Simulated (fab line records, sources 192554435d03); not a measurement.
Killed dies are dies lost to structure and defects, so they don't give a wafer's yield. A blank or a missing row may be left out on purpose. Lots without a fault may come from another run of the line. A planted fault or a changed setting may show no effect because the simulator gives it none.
Chamber matching | flow n5_finfet | N5_FIN_CUT_ETCH_30 on rie_diel-05: 4 sister chambers
The step etches underlayer in N2/H2, target depth 13 nm, time 10.4 s. 20 wafers are shown with their chamber, then 10 later ones without.

WAFERS WITH THEIR CHAMBER
wafer  | chamber | oes_product_au (a.u.) | throttle_valve_pct (%) | showerhead_plenum_p_Torr (Torr)
L076.2 | 3       | 0.70                  | 17.79                  | 2.47
L076.4 | 2       | 0.64                  | 17.83                  | 2.44
L076.6 | 3       | 0.70                  | 17.79                  | 2.47
L077.1 | 3       | 0.69                  | 17.80                  | 2.47
L077.3 | 1       | 0.59                  | 18.29                  | 2.53
L077.5 | 3       | 0.69                  | 17.78                  | 2.47
L080.1 | 2       | 0.63                  | 17.86                  | 2.44
L080.3 | 1       | 0.60                  | 18.29                  | 2.53
L080.6 | 3       | 0.69                  | 17.80                  | 2.46
L085.2 | 2       | 0.63                  | 17.88                  | 2.44
L085.4 | 2       | 0.63                  | 17.88                  | 2.44
L085.6 | 0       | 0.80                  | 17.52                  | 2.49
L086.1 | 3       | 0.69                  | 17.82                  | 2.46
L086.2 | 0       | 0.80                  | 17.54                  | 2.49
L086.4 | 2       | 0.63                  | 17.88                  | 2.44
L087.2 | 1       | 0.59                  | 18.33                  | 2.52
L087.5 | 2       | 0.62                  | 17.89                  | 2.44
L087.6 | 1       | 0.59                  | 18.31                  | 2.52
L089.2 | 1       | 0.59                  | 18.31                  | 2.52
L089.3 | 2       | 0.62                  | 17.89                  | 2.44

SIGNATURES (means of the wafers above)
reading                  | chamber 0 | chamber 1 | chamber 2 | chamber 3 | scatter within a chamber
oes_product_au           | 0.8000    | 0.5920    | 0.6286    | 0.6933    | 0.00558
throttle_valve_pct       | 17.5300   | 18.3060   | 17.8729   | 17.7967   | 0.0177
showerhead_plenum_p_Torr | 2.4900    | 2.5240    | 2.4400    | 2.4667    | 0.00398
Rule: a wafer's distance from a chamber is the root of the sum, over the readings, of the square of ((its reading less the chamber's mean) divided by the reading's scatter). The wafer belongs to the nearest chamber; if the next one is less than 2 further off, it can't be placed. The scatter: the root of (the sum of the squares of (reading less its chamber's mean) over the shown wafers, divided by (wafers less chambers)).

WAFERS WITHOUT THEIR CHAMBER
wafer  | oes_product_au (a.u.) | throttle_valve_pct (%) | showerhead_plenum_p_Torr (Torr)
L089.6 | 0.80                  | 17.54                  | 2.49
L093.1 | 0.58                  | 18.36                  | 2.52
L093.4 | 0.67                  | 17.85                  | 2.45
L093.5 | 0.62                  | 17.90                  | 2.43
L094.2 | 0.58                  | 18.35                  | 2.52
L094.3 | 0.67                  | 17.84                  | 2.45
L094.4 | 0.77                  | 17.55                  | 2.48
L096.2 | 0.61                  | 17.91                  | 2.43
L096.3 | 0.58                  | 18.35                  | 2.51
L096.6 | 0.61                  | 17.91                  | 2.43

WHICH CHAMBER EACH WENT THROUGH
wafer  | from the rows above     | in truth
L089.6 | 0                       | 0
L093.1 | 1                       | 1
L093.4 | can't be placed: 3 or 2 | 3
L093.5 | 2                       | 2
L094.2 | 1                       | 1
L094.3 | can't be placed: 3 or 2 | 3
L094.4 | 0                       | 0
L096.2 | 2                       | 2
L096.3 | 1                       | 1
L096.6 | 2                       | 2
Placed correctly: 8 of 10. Can't be placed from these rows: 2 (the true chamber is among the candidates in 2). Placed wrongly: 0.
